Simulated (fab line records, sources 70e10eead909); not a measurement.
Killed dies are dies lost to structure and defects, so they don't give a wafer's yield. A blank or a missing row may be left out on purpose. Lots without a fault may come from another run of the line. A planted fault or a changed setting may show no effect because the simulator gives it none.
Chamber matching | flow nand_harc | NHARC_A_CHANNEL_FILL_D1_ALD_25 on ald_hk-04: 4 sister chambers
The step deposits SiOx, target thk 60 nm, pulse time 10 s, ald cycles 600. 8 wafers are shown with their chamber, then 7 later ones without.

WAFERS WITH THEIR CHAMBER
wafer  | chamber | heater_power_w (W) | precursor_pulse_height_rel
L514.1 | 1       | 440                | 1.008
L517.1 | 2       | 409                | 1.016
L517.5 | 0       | 436                | 0.964
L519.3 | 2       | 403                | 0.998
L519.4 | 3       | 506                | 0.986
L519.6 | 3       | 502                | 0.991
L520.3 | 0       | 438                | 0.976
L520.5 | 1       | 440                | 1.000

WAFERS WITHOUT THEIR CHAMBER
wafer  | heater_power_w (W) | precursor_pulse_height_rel
L520.6 | 432                | 0.984
L527.2 | 446                | 1.002
L527.3 | 440                | 1.024
L527.5 | 413                | 1.009
L529.4 | 500                | 0.955
L529.5 | 432                | 0.994
L529.6 | 443                | 0.992

WHICH CHAMBER EACH WENT THROUGH
wafer  | from the rows above     | in truth
L520.6 | can't be placed: 0 or 1 | 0
L527.2 | 1                       | 1
L527.3 | 1                       | 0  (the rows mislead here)
L527.5 | 2                       | 2
L529.4 | 3                       | 3
L529.5 | can't be placed: 1 or 0 | 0
L529.6 | can't be placed: 1 or 0 | 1
Placed correctly: 3 of 7. Can't be placed from these rows: 3 (the true chamber is among the candidates in 3). Placed wrongly: 1.
How it was worked out, from the rows above alone: a wafer's distance from a chamber is the root of the sum, over the readings, of the square of ((its reading less the chamber's mean) divided by the reading's scatter). The wafer belongs to the nearest chamber; if the next one is less than 2 further off, it can't be placed. A chamber's mean is the mean of its shown wafers. The scatter: the root of (the sum of the squares of (reading less its chamber's mean) over the shown wafers, divided by (wafers less chambers)).
